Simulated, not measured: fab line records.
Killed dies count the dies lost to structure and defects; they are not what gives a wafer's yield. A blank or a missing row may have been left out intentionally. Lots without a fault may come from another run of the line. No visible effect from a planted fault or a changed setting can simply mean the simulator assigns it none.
The tool behind it: which one? -- flow n5Finfet -- 33 wafers sampled from 11 lots at 1 step of a route of 1938

== WHAT EACH GAUGE READ, for each wafer ==
N5_BEOL_M5_INSPECT_58: inspects for defects (darkfield).
lot,measured,on,rawDefectCount
L076,day 8 20:54,defectInspect-01,56 38 59
L078,day 9 10:58,defectInspect-01,80 89 43
L079,day 10 00:35,defectInspect-02,46 47 52
L083,day 10 16:33,defectInspect-01,69 59 52
L086,day 11 12:00,defectInspect-02,52 73 71
L085,day 11 16:14,defectInspect-01,84 83 89
L089,day 12 14:38,defectInspect-02,72 62 72
L090,day 12 19:23,defectInspect-01,59 70 49
L095,day 13 20:35,defectInspect-02,57 74 79
L094,day 14 02:11,defectInspect-01,61 53 57
L096,day 14 04:23,defectInspect-02,71 61 52

== WHICH TOOL RAN EACH LOT (tool, then ch and the chambers of the sampled wafers, then the start) ==
The record shows no process step preceding these readings.

== THE ANSWER, worked out from the rows above alone ==
Rule: the lots themselves supply what counts as usual. The widest of any qualifying gaps counts: lots, ordered by their means at a reading, are off when they make up no more than a third of the lots, leave a main group of 4 or more, and stand apart from it by 3 or more times the standard deviation of that group's means. The tables above print the reading to a certain number of digits; a main group whose means all agree to those digits is not used. A lot without any number at a reading at which 4 lots or more have one is off too. All remaining lots with rows at the step are treated as sound.
No lot is off on any of the readings shown, so nothing can be concluded from this.

== WHAT WAS PUT IN BY THE SIMULATOR ==
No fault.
